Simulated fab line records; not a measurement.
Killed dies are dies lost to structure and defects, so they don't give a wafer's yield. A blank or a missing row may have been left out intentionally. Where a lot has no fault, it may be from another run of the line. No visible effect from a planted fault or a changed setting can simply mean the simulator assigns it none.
Chamber matching || flow n5Finfet || 4 sister chambers for N5_BEOL_M1_ALD_84 on aldMetal-04
The step deposits TaN, pulse time 2 s, purge time 3 s, co reactant purge time 2 s. 4 wafers are shown with their chamber, then 10 later ones without.

WAFERS, EACH WITH ITS CHAMBER
{"wafer": "L083.3", "chamber": 2, "heaterPowerW (W)": 405}
{"wafer": "L088.5", "chamber": 3, "heaterPowerW (W)": 465}
{"wafer": "L091.1", "chamber": 0, "heaterPowerW (W)": 388}
{"wafer": "L091.3", "chamber": 1, "heaterPowerW (W)": 448}

WAFERS WITH NO CHAMBER GIVEN
{"wafer": "L091.6", "heaterPowerW (W)": 455}
{"wafer": "L093.3", "heaterPowerW (W)": 400}
{"wafer": "L093.4", "heaterPowerW (W)": 442}
{"wafer": "L093.5", "heaterPowerW (W)": 452}
{"wafer": "L096.1", "heaterPowerW (W)": 411}
{"wafer": "L096.2", "heaterPowerW (W)": 446}
{"wafer": "L096.6", "heaterPowerW (W)": 404}
{"wafer": "L095.1", "heaterPowerW (W)": 408}
{"wafer": "L095.2", "heaterPowerW (W)": 395}
{"wafer": "L095.5", "heaterPowerW (W)": 456}

THE CHAMBER EACH PASSED THROUGH
{"wafer": "L091.6", "from the rows above": "can't be placed: 1 or 3", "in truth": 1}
{"wafer": "L093.3", "from the rows above": "can't be placed: 2 or 0", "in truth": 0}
{"wafer": "L093.4", "from the rows above": 1, "in truth": 1}
{"wafer": "L093.5", "from the rows above": "can't be placed: 1 or 3", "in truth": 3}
{"wafer": "L096.1", "from the rows above": 2, "in truth": 2}
{"wafer": "L096.2", "from the rows above": 1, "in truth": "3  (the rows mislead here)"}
{"wafer": "L096.6", "from the rows above": 2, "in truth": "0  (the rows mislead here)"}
{"wafer": "L095.1", "from the rows above": 2, "in truth": 2}
{"wafer": "L095.2", "from the rows above": "can't be placed: 0 or 2", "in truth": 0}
{"wafer": "L095.5", "from the rows above": "can't be placed: 1 or 3", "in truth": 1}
Correct placement for 3 of the 10. These rows do not allow placing 5 (true chamber among the candidates in 5). 2 placed wrongly.
How it was worked out, from the rows above alone: a wafer's distance from a chamber is the root of the sum, over the readings, of the square of ((its reading less the chamber's mean) divided by the reading's scatter). If the next closest chamber is less than 2 further off than the closest, the wafer can't be placed; otherwise it belongs to the closest. For every chamber, the mean is computed from those of its wafers that are shown. The scatter (one wafer shown for each chamber): square how far every hidden wafer sits from the nearest shown wafer, average those squares and take the square root.
